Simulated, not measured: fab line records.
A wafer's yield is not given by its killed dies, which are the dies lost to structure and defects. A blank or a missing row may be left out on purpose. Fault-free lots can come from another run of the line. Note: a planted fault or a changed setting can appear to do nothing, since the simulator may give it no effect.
Chamber matching -- flow n5Finfet -- aldHk-02 running N5_HKMG_FIN_ALD_75: 4 sister chambers
The step deposits Al2O3, target thk 1 nm, co reactant pulse time 1 s. 4 wafers are shown with their chamber, then 8 later ones without.

## WAFERS WITH THEIR CHAMBER
wafer,chamber,heaterPowerW (W)
L081.5,1,137
L083.2,3,150
L083.4,0,168
L085.2,2,159

## WAFERS WHOSE CHAMBER IS MISSING
wafer,heaterPowerW (W)
L085.3,164
L085.6,137
L086.1,168
L086.3,137
L086.6,165
L091.3,158
L091.5,162
L091.6,136

## CHAMBER TAKEN BY EACH
wafer,from the rows above,in truth
L085.3,can't be placed: 0 or 2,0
L085.6,1,1
L086.1,0,0
L086.3,1,1
L086.6,can't be placed: 0 or 2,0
L091.3,2,2
L091.5,can't be placed: 2 or 0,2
L091.6,1,1
Correct placement for 5 of the 8. Can't be placed from these rows: 3 (the true chamber is among the candidates in 3). 0 placed wrongly.
How it was worked out, from the rows above alone: a wafer's distance from a chamber is the root of the sum, over the readings, of the square of ((its reading less the chamber's mean) divided by the reading's scatter). The wafer belongs to the nearest chamber; if the next one is less than 2 further off, it can't be placed. Each chamber's mean is taken over the wafers shown for it. The scatter (one wafer shown for each chamber): square how far every hidden wafer sits from the nearest shown wafer, average those squares and take the square root.
